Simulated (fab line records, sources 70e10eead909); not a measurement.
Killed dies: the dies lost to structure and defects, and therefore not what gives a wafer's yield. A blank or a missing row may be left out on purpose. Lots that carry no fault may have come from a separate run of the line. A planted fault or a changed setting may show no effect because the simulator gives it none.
Code-filled problem report in 8D (eight disciplines) form | flow nand_harc | the parts of the form that need people (team, actions taken, sign-off) are left out

## 1. WHAT IS WRONG
A mean of 659 is read at NHARC_END_SORT_01 for killed_dies, taken on 1 wafer of 1 lot, against 32 (standard deviation 11) on wafers free of any fault. That puts it +57 standard deviations away from the usual mean.
First observed at day 24 03:23: wafer L419.5, on prober-01. The record holds 3 wafers of 1 lot with a number at this step. Rule for "out" (also "out of limits"): further than 4 standard deviations from the usual mean. The other wafers with a number count as sound.

## 2. WHAT THIS IS AND IS NOT
question                    | is                           | is not
which readings at this step | killed_dies, killed_at_array | killed_at_other, killed_at_periphery, killed_open, killed_short
which lots                  | L419                         | -
which wafers of those lots  | L419.5                       | L419.2, L419.3
read on which gauges        | prober-01                    | -
when                        | from day 24 03:23            | up to then (2 sound wafers)

## 3. SUSPECTS, AND WHAT RULES EACH OUT
Counting: a tool at a process step up to the reading stays a suspect if it ran every lot that is out. Sound lots after the first of them don't rule it out here, since some wafers of a struck lot are sound.
- ruled out: the gauge at NHARC_END_SORT_01. All the wafers that are out were read on prober-01, but those of them that NHARC_A_SGD_CUT_ETCH_58 has rows for are out there too, on other tools.
- rie_diel-13 at NHARC_A_STAIRCASE_STRIP_475 (strips in O2, time 20 s): kept. It ran the lot that is out, L419 (day 18 06:46). Because NHARC_A_STAIRCASE_STRIP_475 lacks a start for some lots, the hours and order of its lots are taken from NHARC_A_SGD_CUT_DESCUM_14.
- rie_diel-11 at NHARC_A_SGD_CUT_DESCUM_14 (chemistry O2, time 3 s): kept. It ran the lot that is out, L419 (day 18 06:46).
- rie_diel-11 at NHARC_A_SGD_CUT_ETCH_58 (etches the open film in CF4, target depth 39 nm, time 65 s): kept. It ran the lot that is out, L419 (day 18 06:51). Its own readings are out on those wafers: oes_product_au.
- cmp-02 at NHARC_A_SGD_CUT_CMP_21 (polishes, target thk 148.19 nm): kept. It ran the lot that is out, L419 (day 18 12:38).
- In rie_diel-13 at NHARC_A_STAIRCASE_STRIP_475, the wafers that are out were processed in chamber 1 and their sound lot-mates in chambers 0, 3.
- In rie_diel-11 at NHARC_A_SGD_CUT_DESCUM_14, the wafers that are out were processed in chamber 3 and their sound lot-mates in chambers 0, 1.
- In rie_diel-11 at NHARC_A_SGD_CUT_ETCH_58, the wafers that are out were processed in chamber 0 and their sound lot-mates in chambers 2, 3.
Left after counting: rie_diel-13 at NHARC_A_STAIRCASE_STRIP_475, rie_diel-11 at NHARC_A_SGD_CUT_DESCUM_14, rie_diel-11 at NHARC_A_SGD_CUT_ETCH_58, cmp-02 at NHARC_A_SGD_CUT_CMP_21.

## 4. THE CAUSE (what the simulator had put in)
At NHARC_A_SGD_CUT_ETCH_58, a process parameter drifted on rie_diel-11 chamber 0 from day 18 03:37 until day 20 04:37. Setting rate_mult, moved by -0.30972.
4 suspects survive the count, and this tool is in that group.

## 5. THE CHAIN OF EFFECTS, in route order
One row per reading whose mean, taken over the struck wafers that have a number, lies over 3 standard deviations from the usual. Only readings for which the record gives a usual standard deviation are gone through. hours: the time from each lot's start at the first step in this table that gives one to its start at this step, as a median over the lots. sigmas: the change in usual standard deviations.
hours | step                    | reading         | usual      | on struck wafers | change | sigmas
0     | NHARC_A_SGD_CUT_ETCH_58 | oes_product_au  | 0.998 a.u. | 0.799            | -0.199 | -20
141   | NHARC_END_SORT_01       | killed_at_array | 27         | 649              | +622   | +57
141   | NHARC_END_SORT_01       | killed_dies     | 32         | 659              | +627   | +57
The process steps in it:
- NHARC_A_SGD_CUT_ETCH_58: etches the open film in CF4, target depth 39 nm, time 65 s.

## 6. HOW IT WOULD HAVE BEEN CAUGHT EARLIER
In this record the first reading out of limits at a measuring or inspecting step was taken at day 24 03:23, 144 hours after the fault began at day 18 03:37.
The tool's own readings at NHARC_A_SGD_CUT_ETCH_58 were out on every struck wafer that the step has a row for (oes_product_au): an alarm limit on them would have fired on the first of those.
By day 24 03:23 the whole set of lots that are out, 1 in number, had already begun NHARC_A_SGD_CUT_ETCH_58 on rie_diel-11. Holding the tool at that point would not have protected any of them.
